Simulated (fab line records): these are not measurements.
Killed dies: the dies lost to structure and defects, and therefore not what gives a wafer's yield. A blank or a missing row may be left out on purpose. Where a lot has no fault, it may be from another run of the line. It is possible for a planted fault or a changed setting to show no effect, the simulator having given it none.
A struck lot beside a sound one / flow n5Finfet / 15 out of 1938 route steps
Sound: the wafers L424.1, L424.2, L424.6. Wafers struck: L430.1, L430.2, L430.5. The cause comes at the end.
At each step with rows: each side's tool, then ch and its chambers, then its first start. Under that, the readings that differ: sound wafers / struck wafers / difference of the means / sigmas: that difference in standard deviations of wafers without a fault.
alike: a reading whose means differ by less than 2 such deviations, as well as words and numbers matching on both sides. not compared: withheld readings; readings where some wafer has no value; bounds like >300 that might hide an equal value; numbers whose values overlap and for which the record gives no deviation.
The two part at a step that has a row with sigmas, a row that says differs or no value, or rows on one side only. Non-overlapping numbers with no deviation appear without sigmas and do not part them. Lack of a reading on every wafer of one side parts them only where that side has two or more wafers.

N5_BEOL_M6_RS_MEAS_57: measures by four-point-probe.
  struck on filmMetro-02, day 13 04:16; sound on filmMetro-02, day 11 09:56
  alike: M6_RS
N5_BEOL_M6_INSPECT_58: inspects for defects (darkfield).
  struck on defectInspect-02, day 13 04:17; sound on defectInspect-01, day 11 09:57
  alike: rawDefectCount
N5_BEOL_M7_ILD_DEP_00: deposits SiCOH lowk from DEMS/porogen, target thk 179.75 nm, time 33.4 s.
  sound on pecvd-03 ch 0,1, day 11 09:59; struck on pecvd-02 ch 0,2, day 13 04:19
  alike: heaterPowerW, showerheadPlenumPTorr, throttleValvePct
  not compared: sinceWetCleanH
N5_BEOL_M7_CURE_74: cures SiCOH lowk, time 240 s.
  sound on uvCure-03 ch 0, day 11 10:03; struck on uvCure-02 ch 0, day 13 04:23
reading=lampPowerPct (%); sound=52.28 52.21 52.22; struck=52.36 52.41 52.30; difference=+0.12; sigmas=+2
  alike: wafer_temp_C_max
N5_BEOL_M7_THK_MEAS_01:
  struck on filmMetro-01, day 13 06:20; sound on filmMetro-02, day 11 10:34
  alike: M7_ILD_THK
N5_BEOL_M7_PECVD_70: deposits SiO2 from TEOS/O2, target thk 20 nm, time 22.7 s.
  sound on pecvd-02 ch 0,1, day 11 10:36; struck on pecvd-02 ch 0,1, day 13 06:23
  alike: heaterPowerW, showerheadPlenumPTorr, throttleValvePct
  not compared: sinceWetCleanH
N5_BEOL_M7_HM_DEP_02: deposits TiN, target thk 20 nm.
  struck on pvdSputter-01, day 13 06:37; sound on pvdSputter-03, day 11 12:17
  alike: chamberPressurePa, throttleValvePct
then, 5 steps without rows for these wafers: N5_BEOL_M7_COAT_59 (time 60 s, resist thk 100 nm); N5_BEOL_M7_COAT_60 (time 60 s, resist thk 35 nm); N5_BEOL_M7_COAT_05 (resist thk 90 nm); N5_BEOL_M7_EBR_07; N5_BEOL_M7_SOFTBAKE_06 (time 60 s).
N5_BEOL_M7_EXPOSE_08: exposes mask M7.
  sound on arfiScanner-01 ch 0, day 11 12:32; struck on arfiScanner-01 ch 0, day 13 06:59
reading=model.BEOL_M7.overlayXNm (nm); sound=0.2 0.2 0.2; struck=1.6 1.6 1.6; difference=+1.4; sigmas=
  alike: mask, stageVelMmS
then, 1 step without rows for these wafers: N5_BEOL_M7_PEB_09 (peb time 60 s).
N5_PASSIVATION_PROBE_49:
  the record holds rows for the sound wafers here (prober-01, day 14 19:01) but none for the struck ones

== WHERE THEY PART ==
At N5_BEOL_M7_CURE_74 first; at N5_PASSIVATION_PROBE_49 last (within this record only).

WHY: the cause the simulator had injected
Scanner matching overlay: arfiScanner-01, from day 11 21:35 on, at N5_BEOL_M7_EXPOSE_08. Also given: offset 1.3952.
